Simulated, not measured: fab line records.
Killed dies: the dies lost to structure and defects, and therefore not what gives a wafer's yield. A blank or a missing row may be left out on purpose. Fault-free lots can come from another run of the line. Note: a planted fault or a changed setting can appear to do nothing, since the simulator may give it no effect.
Which of the tools did it?	flow n5 finfet	11 lots with 29 wafers sampled at 4 steps, on a route of 1938 steps

== WHAT THE GAUGES SHOWED, per wafer ==
Not one reading of a measure or inspect step in the record can be checked against a usual standard deviation.

== TOOL THAT RAN EACH LOT (tool first, then ch and the chambers of the sampled wafers, then the start) ==
lot	N5_BEOL_M13_TRENCH_ETCH_34	N5_BEOL_M13_ETCH_38	N5_BEOL_M13_SPUTTER_44	N5_BEOL_M13_DEP_53
L212	rie diel-05 ch 0,2, day 11 00:07	rie diel-05 ch 0,1,2, day 11 00:24	pvd sputter-02, day 11 00:46	pecvd-02 ch 0,1, day 11 01:53
L213	rie diel-06 ch 0,2,3, day 11 00:44	rie diel-03 ch 0,3, day 11 02:22	pvd sputter-01, day 11 03:05	pecvd-02 ch 0,1, day 11 04:06
L214	rie diel-05 ch 0,1,3, day 11 08:21	rie diel-06 ch 1,2,3, day 11 09:50	pvd sputter-03, day 11 10:11	pecvd-04 ch 0,1,2, day 11 11:12
L215	rie diel-06 ch 0,1,3, day 11 12:08	rie diel-06 ch 0,2,3, day 11 12:46	pvd sputter-02, day 11 13:17	pecvd-03 ch 1,2, day 11 14:22
L220	rie diel-05 ch 0,3, day 13 08:20	rie diel-05 ch 0,3, day 13 11:45	pvd sputter-01, day 13 12:26	pecvd-03 ch 1,2, day 13 13:33
L226	rie diel-03 ch 0,2, day 14 18:30	rie diel-03 ch 0,2, day 14 19:19	pvd sputter-01, day 14 20:13	pecvd-03 ch 0,2, day 14 21:14
L228	rie diel-06 ch 0,2,3, day 15 15:19	rie diel-05 ch 0,1,3, day 15 15:37	pvd sputter-01, day 15 15:58	pecvd-04 ch 0,1,2, day 15 17:01
L229	rie diel-06 ch 3, day 15 18:16	rie diel-05 ch 0,1, day 15 18:35	pvd sputter-03, day 15 19:13	pecvd-02 ch 0, day 15 20:38
L230	rie diel-05 ch 0,3, day 16 00:54	rie diel-05 ch 0,1, day 16 01:26	pvd sputter-02, day 16 02:06	pecvd-03 ch 0, day 16 03:07
L232	rie diel-06 ch 1,2,3, day 16 01:22	rie diel-06 ch 2,3, day 16 04:14	pvd sputter-02, day 16 04:52	pecvd-04 ch 0,1,2, day 16 05:52
L233	rie diel-06 ch 2,3, day 16 01:58	rie diel-06 ch 2,3, day 16 04:43	pvd sputter-02, day 16 05:42	pecvd-02 ch 0,1, day 16 06:56
- N5_BEOL_M13_TRENCH_ETCH_34: etches SiOC in C4F8/O2/Ar, target depth 413.47 nm, time 162.6 s.
- N5_BEOL_M13_ETCH_38: etches SiCN in CF4/N2, target depth 67.5 nm, time 71.9 s.
- N5_BEOL_M13_SPUTTER_44: material Ta, target thk 10 nm, time 16.13 s.
- N5_BEOL_M13_DEP_53: deposits SiCN from 3MS/NH3, target thk 50 nm, time 17.8 s.

== AS READ BY THE TOOLS THEMSELVES (means over the sampled wafers that have a number; for cases with no such wafer, the mark the record gives instead) ==
N5_BEOL_M13_TRENCH_ETCH_34. Usual: drypump motor current A 5.8 A, standard deviation 0.54; oes product au 0.77 a.u., standard deviation 0.11; rf vpp V 666 V, standard deviation 3.3; showerhead plenum p Torr 3.46 Torr, standard deviation 0.1; throttle valve pct 24.20 %, standard deviation 0.24.
lot	tool	drypump motor current A (A)	oes product au (a.u.)	rf vpp V (V)	showerhead plenum p Torr (Torr)	throttle valve pct (%)	flag
L212	rie diel-05	6.0	0.73	667	3.53	24.07	
L213	rie diel-06	5.9	0.72	664	3.35	24.15	
L214	rie diel-05	5.5	0.69	667	3.50	24.33	
L215	rie diel-06	5.5	0.69	665	3.42	24.11	
L220	rie diel-05	5.7	0.83	666	3.47	24.12	
L226	rie diel-03	5.8	0.70	667	3.50	24.42	
L228	rie diel-06	5.9	0.79	667	3.46	24.02	
L229	rie diel-06	5.2	0.96	672	3.63	23.81	
L230	rie diel-05	5.8	0.79	666	3.46	24.13	
L232	rie diel-06	5.9	0.88	666	3.49	24.04	
L233	rie diel-06	6.0	0.83	666	3.46	24.11	

N5_BEOL_M13_ETCH_38. Usual: drypump motor current A 5.8 A, standard deviation 0.48; n2 flow sccm 59.96 sccm, standard deviation 0.17; oes product au 0.77 a.u., standard deviation 0.11; rf vpp V 383.0 V, standard deviation 1.6; showerhead plenum p Torr 2.24 Torr, standard deviation 0.059; throttle valve pct 15.48 %, standard deviation 0.23.
lot	tool	drypump motor current A (A)	n2 flow sccm (sccm)	oes product au (a.u.)	rf vpp V (V)	showerhead plenum p Torr (Torr)	throttle valve pct (%)	flag
L212	rie diel-05	5.6	59.96	0.73	383.6	2.28	15.46	
L213	rie diel-03	5.9	60.05	0.68	384.3	2.29	15.68	
L214	rie diel-06	5.9	59.99	0.72	381.1	2.17	15.52	
L215	rie diel-06	5.9	59.98	0.72	381.1	2.16	15.49	
L220	rie diel-05	5.7	59.83	0.86	381.7	2.24	15.28	
L226	rie diel-03	5.8	60.06	0.69	383.3	2.26	15.65	
L228	rie diel-05	5.5	59.99	0.79	383.7	2.25	15.45	
L229	rie diel-05	5.2	59.88	0.70	384.4	2.28	15.59	
L230	rie diel-05	5.2	59.95	0.71	384.2	2.28	15.59	
L232	rie diel-06	6.2	59.86	0.79	381.5	2.20	15.45	
L233	rie diel-06	6.0	59.91	0.83	382.6	2.24	15.38	

N5_BEOL_M13_SPUTTER_44. Usual: cathode dc power W 15000 W, standard deviation 2.9; susceptor temp C 50.00 C, standard deviation 0.12; throttle valve pct 29.5 %, standard deviation 0.9.
lot	tool	cathode dc power W (W)	susceptor temp C (C)	throttle valve pct (%)	flag
L212	pvd sputter-02	15001	49.85	30.3	
L213	pvd sputter-01	15000	50.07	29.2	
L214	pvd sputter-03	14998	50.04	29.1	
L215	pvd sputter-02	15002	49.94	30.2	
L220	pvd sputter-01	14998	49.98	29.3	
L226	pvd sputter-01	16565	50.08	29.4	OFF
L228	pvd sputter-01	16567	50.11	29.1	OFF
L229	pvd sputter-03	15000	49.92	29.2	
L230	pvd sputter-02	14999	49.92	29.1	
L232	pvd sputter-02	15000	50.03	30.2	
L233	pvd sputter-02	14997	49.87	30.0	

N5_BEOL_M13_DEP_53. Usual: showerhead plenum p Torr 4.161 Torr, standard deviation 0.022; throttle valve pct 17.8 %, standard deviation 0.78.
lot	tool	showerhead plenum p Torr (Torr)	throttle valve pct (%)	flag
L212	pecvd-02	4.156	18.6	
L213	pecvd-02	4.160	18.6	
L214	pecvd-04	4.139	16.9	
L215	pecvd-03	4.175	17.0	
L220	pecvd-03	4.179	16.9	
L226	pecvd-03	4.192	17.3	
L228	pecvd-04	4.139	16.9	
L229	pecvd-02	4.154	18.3	
L230	pecvd-03	4.204	17.9	
L232	pecvd-04	4.136	17.0	
L233	pecvd-02	4.155	18.6	

== THE ANSWER, worked out from the rows above alone ==
Rule: a lot is off if the mean of its wafers that have a number lies more than 3 standard deviations from the usual mean. Also off: a lot with no number at a reading for which 4 or more lots have one. The other lots that the step has rows for count as sound. The gauges are gone through in route order, then the tools' own readings, and for those a lot's mean is taken as printed above. The first step at which some lot is off is used, and at that step the reading that is off furthest; a lot without a number counts as furthest.
Off at N5_BEOL_M13_SPUTTER_44 (cathode dc power W): L226, L228.
If a tool, at that step or one of the process steps before it, ran each lot that is off and ran no sound lot following the first of them, it fits. One fits: N5_BEOL_M13_SPUTTER_44 on pvd sputter-01. A fault onset in the window from L220 (day 13 12:26, its last sound lot) to L226 (day 14 20:13, its first lot off) fits.
On the lots that are off, the tool's own readings at N5_BEOL_M13_SPUTTER_44 differ by more than 5 times the standard deviation of the sound lots' means, which bears it out; cathode dc power W reads 16566 W there versus 14999 W on the sound lots.

== WHAT HAD BEEN PUT IN BY THE SIMULATOR ==
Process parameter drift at N5_BEOL_M13_SPUTTER_44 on pvd sputter-01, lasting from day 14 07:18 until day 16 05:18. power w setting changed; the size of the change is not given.
Lots struck among those shown: L226, L228. This agrees with what the rule above found.
